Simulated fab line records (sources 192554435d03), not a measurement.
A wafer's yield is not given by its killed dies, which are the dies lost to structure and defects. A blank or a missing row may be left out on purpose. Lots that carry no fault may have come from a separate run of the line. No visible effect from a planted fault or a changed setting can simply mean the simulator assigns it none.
Problem report in the 8D (eight disciplines) form, filled by code -- flow n5-finfet -- the parts of the form that need people (team, actions taken, sign-off) are left out

== 1. THE ISSUE ==
Wafers free of any fault read 1113 nm (standard deviation 14) for M14_ILD_THK at N5_BEOL_M14_THK_MEAS_01, against a mean of 1974 nm on 2 wafers of 2 lots. Measured from the usual mean, that is +61 standard deviations.
First seen on wafer L416.2, day 16 03:19, on film-metro-01. The record holds 30 wafers of 10 lots with a number at this step. Rule for "out" (also "out of limits"): further than 4 standard deviations from the usual mean. All remaining wafers that have a number are taken as sound.

== 2. WHAT IT IS, WHAT IT ISN'T ==
question,is,is not
which readings at this step,M14_ILD_THK,-
which lots,"L416, L418","L399, L401, L403, L405, L406, L407, L419, L422"
which wafers of those lots,"L416.2, L418.2","L416.3, L416.4, L418.4, L418.6"
read on which gauges,"film-metro-01, film-metro-02",-
when,from day 16 03:19,"up to then (23 sound wafers); but 5 sound wafers of L418, L422 came after"

== 3. SUSPECTS, AND WHAT RULES EACH OUT ==
Counting: a tool at a process step up to the reading stays a suspect if it ran every lot that is out. Sound lots after the first of them don't rule it out here, since some wafers of a struck lot are sound.
- the gauge at N5_BEOL_M14_THK_MEAS_01: ruled out. Those wafers that are out were read across 2 gauges (film-metro-01, film-metro-02).
- pecvd-02 at N5_BEOL_M14_ILD_DEP_00 (deposits SiO2 from TEOS/O2, target thk 1119.3 nm, time 237.4 s): kept. Every lot that is out went through it, the first being L416 (day 16 03:07); the last sound lot it ran before that was L407 (day 13 06:58). Out on those wafers are its own readings of run-length-s.
Remaining after the count: pecvd-02 at N5_BEOL_M14_ILD_DEP_00.

== 4. THE CAUSE (what the simulator had put in) ==
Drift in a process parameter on pecvd-02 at N5_BEOL_M14_ILD_DEP_00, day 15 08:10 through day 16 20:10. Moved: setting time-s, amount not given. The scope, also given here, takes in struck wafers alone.
This tool alone remained once counting was done.

== 5. SEQUENCE OF EFFECTS, ordered by route ==
One row per reading whose mean, taken over the struck wafers that have a number, lies over 3 standard deviations from the usual. Readings are gone through only where the record gives a usual standard deviation; hours: the median, over the lots, of the time from a lot's start at the first step in this table giving one to that lot's start at this step; sigmas: the change measured in usual standard deviations.
hours,step,reading,usual,on struck wafers,change,sigmas
0,N5_BEOL_M14_ILD_DEP_00,run-length-s,280.6 s,467.3,+186.7,+99 or more
0,N5_BEOL_M14_THK_MEAS_01,M14_ILD_THK,1113 nm,1974,+860,+61
1,N5_BEOL_M14_CD_MEAS_17,cd-nm,250.8 nm,259.9,+9.1,+4.8
Here are the process steps it includes:
- N5_BEOL_M14_ILD_DEP_00: deposits SiO2 from TEOS/O2, target thk 1119.3 nm, time 237.4 s.

== 6. WHAT WOULD HAVE CAUGHT IT SOONER ==
19 hours passed between the start of the fault at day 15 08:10 and the first reading out of limits at a measuring or inspecting step in this record, taken at day 16 03:19.
The tool's own readings at N5_BEOL_M14_ILD_DEP_00 were out on every struck wafer that the step has a row for (run-length-s): an alarm limit on them would have fired on the first of those.
Among the 2 lots that are out, L418 began N5_BEOL_M14_ILD_DEP_00 on pecvd-02 after day 16 03:19. It would have been spared by a hold on the tool at that moment.
